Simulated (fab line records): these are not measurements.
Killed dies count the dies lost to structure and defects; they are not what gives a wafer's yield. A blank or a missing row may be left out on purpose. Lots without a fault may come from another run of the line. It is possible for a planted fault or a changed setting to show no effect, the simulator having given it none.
Comparing a struck lot with a sound one    flow n5Finfet    38 steps out of a route of 1938
Sound: these wafers, L838.1, L838.4, L838.6. Struck: wafers L847.3, L847.4, L847.5. The cause is given at the end.
At each step with rows: each side's tool, then ch and its chambers, then its first start. Under that, the readings that differ: sound wafers    struck wafers    difference of the means    sigmas: that difference in standard deviations of wafers without a fault.
alike: readings whose means differ by less than 2 such deviations, and words and numbers that are the same on both sides. not compared: withheld readings, readings that some wafer has no value for, bounds like >300 that may hide the same value, and numbers for which the record gives no deviation and whose values overlap.
The two part at a step that has a row with sigmas, a row that says differs or no value, or rows on one side only. Numbers that don't overlap but have no deviation are shown without sigmas and don't part them. Lack of a reading on every wafer of one side parts them only where that side has two or more wafers.

first, 9 steps without rows for these wafers: N5_BEOL_M1_COAT_22 (resist thk 30 nm); N5_BEOL_M1_EBR_24; N5_BEOL_M1_SOFTBAKE_23 (time 60 s); N5_BEOL_M1_EXPOSE_25 (exposes mask V0, defocus 5 nm, target cd 24 nm); N5_BEOL_M1_PEB_26 (peb time 60 s); N5_BEOL_M1_DEVELOP_27 (develop time 30 s); N5_BEOL_M1_DESCUM_33 (chemistry O2, time 7 s); N5_BEOL_M1_ETCH_77 (etches underlayer in N2/H2, target depth 6.5 nm, time 5.2 s); N5_BEOL_M1_ETCH_69 (etches SiARC in CF4, target depth 15.6 nm, time 26 s).
N5_BEOL_M1_ALD_98: deposits SiO2, target thk 2.5 nm, pulse time 1 s, co reactant pulse time 1 s.
  sound on aldSin-03 ch 0,1,2, day 7 23:29; struck on aldSin-02 ch 0,3, day 10 10:55
  alike: heaterPowerW, precursorPulseHeightRel
then, 27 steps without rows for these wafers: N5_BEOL_M1_ETCHBACK_99 (etches SiO2 in CHF3, target depth 5 nm, time 10.4 s); N5_BEOL_M1_ETCH_70 (etches SOC in N2/H2, target depth 80 nm, overetch 16 nm, time 120 s); N5_BEOL_M1_STRIP_71 (strips in N2/H2); N5_BEOL_M1_STRIP_78 (strips in N2/H2); N5_BEOL_M1_VIA_ETCH_34 (etches the open film in C4F6/O2, target depth 67.8 nm, time 64.4 s); N5_BEOL_M1_STRIP_83 (strips in C4F6/O2); N5_BEOL_M1_STRIP_36 (strips in N2/H2); N5_BEOL_M1_TRENCH_ETCH_37 (etches SiOC in C4F6/O2, target depth 55.207 nm, time 29 s); N5_BEOL_M1_ETCH_41 (etches SiCN in CH3F/O2, target depth 31.9 nm, time 57.8 s); N5_BEOL_M1_STRIP_97 (strips in N2/H2, time 10 s); N5_BEOL_M1_HM_STRIP_39 (strips TiN in peroxide tin strip, target depth 25 nm, time 158 s); N5_BEOL_M1_SRD_40 (time 30 s); N5_BEOL_M1_PRECLEAN_42 (cleans in residue remover, time 60 s); N5_BEOL_M1_SRD_43 (time 30 s); N5_BEOL_M1_DEGAS_44 (time 60 s); N5_BEOL_M1_PRE_CLEAN_45 (time 30 s); N5_BEOL_M1_ALD_84 (deposits TaN, pulse time 2 s, purge time 3 s, co reactant purge time 2 s); N5_BEOL_M1_SURFACE_TREAT_85; N5_BEOL_M1_CVD_47 (deposits Co from CCTBA/H2, target thk 3 nm, time 223.8 s); N5_BEOL_M1_SPUTTER_48 (material Cu, target thk 4.5 nm, time 8.29 s); N5_BEOL_M1_ANNEAL_49 (time 240 s); N5_BEOL_M1_SPUTTER_79 (material Cu, target thk 4.5 nm, time 8.29 s); N5_BEOL_M1_ANNEAL_80 (time 240 s); N5_BEOL_M1_SPUTTER_81 (material Cu, target thk 4.5 nm, time 8.29 s); N5_BEOL_M1_ANNEAL_82 (time 240 s); N5_BEOL_M1_SPUTTER_86 (material Cu, target thk 4.5 nm, time 8.29 s); N5_BEOL_M1_ANNEAL_87 (time 240 s).
-- the record jumps here: 6 days lie between the struck wafers' starts before and after (it left off in module BEOL_M1 and takes up again in module PASSIVATION, whose first step shown is number 1936 of the route) --
N5_PASSIVATION_PROBE_49:
  the record has rows for the struck wafers here (prober-01, day 16 16:35) and none for the sound ones

WHERE THEY PART
At N5_PASSIVATION_PROBE_49 and nowhere else, as far as this record goes.

WHY: whatever the simulator had introduced
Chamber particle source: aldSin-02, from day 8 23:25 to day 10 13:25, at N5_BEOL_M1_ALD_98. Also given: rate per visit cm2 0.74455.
